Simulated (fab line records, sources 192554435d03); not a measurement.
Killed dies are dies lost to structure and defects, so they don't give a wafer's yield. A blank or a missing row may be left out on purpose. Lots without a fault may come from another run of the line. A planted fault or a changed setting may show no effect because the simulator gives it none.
Tool commonality check | flow n5_finfet | 9 lots, 22 wafers sampled

WHY IT WAS OPENED
At N5_BEOL_M14_THK_MEAS_50 the reading M14_THK is flagged on 2 of 9 lots. Wafers without a fault read 578 nm, standard deviation 20.
Rule: a lot is flagged when every wafer of it that has a number lies more than 4 standard deviations from that mean, or none has a number. The other lots count as sound.

lot  | measured     | on            | M14_THK (nm), wafer by wafer | flag
L376 | day 10 18:59 | film_metro-01 | 599 599                      |
L378 | day 11 16:23 | film_metro-02 | 591 563 595                  |
L380 | day 11 23:53 | film_metro-02 | 380 409 396                  | FLAGGED
L381 | day 12 09:53 | film_metro-02 | 394 381 382                  | FLAGGED
L389 | day 15 07:16 | film_metro-01 | 561 596                      |
L391 | day 15 16:52 | film_metro-02 | 584 589                      |
L394 | day 15 18:01 | film_metro-02 | 553 553                      |
L393 | day 15 20:22 | film_metro-02 | 588 574 568                  |
L398 | day 17 10:35 | film_metro-01 | 553 578                      |
The numbers of the flagged lots are 390 nm on average: -188 nm against the usual, or -9 standard deviations.

WHICH TOOL RAN EACH LOT
The record holds 3 process steps before the reading, out of a route of 1938 steps. In each cell: the tool, then ch and the chambers that the sampled wafers went through, then the start.
lot  | flag    | N5_BEOL_M14_SPUTTER_44       | N5_BEOL_M14_ECD_47             | N5_BEOL_M14_CMP_49
L376 |         | pvd_sputter-01, day 10 18:00 | ecd_cu-01 ch 1, day 10 18:16   | cmp-04 ch 0,2, day 10 18:48
L378 |         | pvd_sputter-03, day 11 15:15 | ecd_cu-01 ch 0,1, day 11 15:30 | cmp-03 ch 0,1,2, day 11 16:11
L380 | FLAGGED | pvd_sputter-02, day 11 22:05 | ecd_cu-01 ch 0,1, day 11 22:17 | cmp-03 ch 0,3, day 11 23:35
L381 | FLAGGED | pvd_sputter-01, day 12 08:55 | ecd_cu-01 ch 0, day 12 09:07   | cmp-03 ch 1,2, day 12 09:36
L389 |         | pvd_sputter-01, day 15 06:20 | ecd_cu-01 ch 0,1, day 15 06:36 | cmp-02 ch 0,1, day 15 07:07
L391 |         | pvd_sputter-03, day 15 15:50 | ecd_cu-01 ch 1, day 15 16:05   | cmp-04 ch 1,2, day 15 16:34
L394 |         | pvd_sputter-01, day 15 16:38 | ecd_cu-01 ch 0,1, day 15 16:53 | cmp-04 ch 0,2, day 15 17:46
L393 |         | pvd_sputter-01, day 15 19:23 | ecd_cu-01 ch 0,1, day 15 19:35 | cmp-02 ch 1,2, day 15 20:04
L398 |         | pvd_sputter-03, day 17 09:33 | ecd_cu-01 ch 0,1, day 17 09:48 | cmp-03 ch 3, day 17 10:19
What these steps do:
- N5_BEOL_M14_SPUTTER_44: material Ta, target thk 15 nm, time 24.19 s.
- N5_BEOL_M14_ECD_47: material Cu, target thk 1248 nm.
- N5_BEOL_M14_CMP_49: polishes, stops on SiO2, t overpolish 5.2 s, target thk 560 nm.
- N5_BEOL_M14_THK_MEAS_50: measures by xrf.

FLAGGED OVER TOTAL, TOOL BY TOOL (the gauges that took the reading come last)
step                    | tool           | lots run | flagged | share of the flagged lots | sound lots run after its first flagged lot
N5_BEOL_M14_SPUTTER_44  | pvd_sputter-01 | 5        | 1       | some                      | 3 (L389,L394,L393)
N5_BEOL_M14_SPUTTER_44  | pvd_sputter-02 | 1        | 1       | some                      | 0
N5_BEOL_M14_SPUTTER_44  | pvd_sputter-03 | 3        | 0       | none                      | -
N5_BEOL_M14_ECD_47      | ecd_cu-01      | 9        | 2       | all                       | 5 (L389,L391,L394,L393,L398)
N5_BEOL_M14_CMP_49      | cmp-02         | 2        | 0       | none                      | -
N5_BEOL_M14_CMP_49      | cmp-03         | 4        | 2       | all                       | 1 (L398)
N5_BEOL_M14_CMP_49      | cmp-04         | 3        | 0       | none                      | -
N5_BEOL_M14_THK_MEAS_50 | film_metro-01  | 3        | 0       | none                      | -
N5_BEOL_M14_THK_MEAS_50 | film_metro-02  | 6        | 2       | all                       | 3 (L391,L394,L393)

WHAT THE TABLE ALLOWS
3 rows of the table ran every flagged lot: ecd_cu-01 at N5_BEOL_M14_ECD_47, cmp-03 at N5_BEOL_M14_CMP_49, film_metro-02 at N5_BEOL_M14_THK_MEAS_50.
- ecd_cu-01 at N5_BEOL_M14_ECD_47: 2 of its 9 lots flagged. Sound lots ran on it after the first flagged one (L389, L391, L394, L393, L398), which a lasting fault on the whole tool wouldn't allow.
- cmp-03 at N5_BEOL_M14_CMP_49: 2 of its 4 lots flagged. Sound lots ran on it after the first flagged one (L398), which a lasting fault on the whole tool wouldn't allow. Its own readings lie more than 4 standard deviations out on every wafer of the flagged lots: time_to_endpoint_s.
- film_metro-02 at N5_BEOL_M14_THK_MEAS_50: 2 of its 6 lots flagged. Sound lots ran on it after the first flagged one (L391, L394, L393), which a lasting fault on the whole tool wouldn't allow.
No row of the table ran every flagged lot and no sound lot after the first.

WHAT THE SIMULATOR HAD PUT IN
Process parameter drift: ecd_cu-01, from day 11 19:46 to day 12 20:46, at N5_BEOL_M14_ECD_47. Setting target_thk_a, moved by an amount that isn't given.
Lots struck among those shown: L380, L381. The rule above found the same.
